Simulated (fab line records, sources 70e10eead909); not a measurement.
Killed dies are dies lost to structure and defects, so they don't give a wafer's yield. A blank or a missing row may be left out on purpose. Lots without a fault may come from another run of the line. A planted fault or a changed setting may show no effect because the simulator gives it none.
Chamber matching | flow nand_harc | NHARC_P_M1_PRE_CLEAN_32 on pecvd-03: 3 sister chambers
The step time 12 s. 3 wafers are shown with their chamber, then 7 later ones without.

WAFERS WITH THEIR CHAMBER
wafer  | chamber | heater_power_w (W)
L089.1 | 2       | 625
L094.2 | 1       | 729
L094.3 | 0       | 667

WAFERS WITHOUT THEIR CHAMBER
wafer  | heater_power_w (W)
L094.6 | 682
L093.1 | 562
L093.2 | 694
L093.4 | 703
L093.3 | 613
L093.5 | 570
L093.6 | 577

WHICH CHAMBER EACH WENT THROUGH
wafer  | from the rows above          | in truth
L094.6 | can't be placed: 0 or 1 or 2 | 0
L093.1 | can't be placed: 2 or 0      | 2
L093.2 | can't be placed: 0 or 1 or 2 | 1
L093.4 | can't be placed: 1 or 0 or 2 | 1
L093.3 | can't be placed: 2 or 0      | 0
L093.5 | can't be placed: 2 or 0      | 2
L093.6 | can't be placed: 2 or 0      | 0
Placed correctly: 0 of 7. Can't be placed from these rows: 7 (the true chamber is among the candidates in 7). Placed wrongly: 0.
How it was worked out, from the rows above alone: a wafer's distance from a chamber is the root of the sum, over the readings, of the square of ((its reading less the chamber's mean) divided by the reading's scatter). The wafer belongs to the nearest chamber; if the next one is less than 2 further off, it can't be placed. A chamber's mean is the mean of its shown wafers. The scatter: with one shown wafer a chamber, the root of the mean of the squares of how far each hidden wafer lies from its nearest shown one.
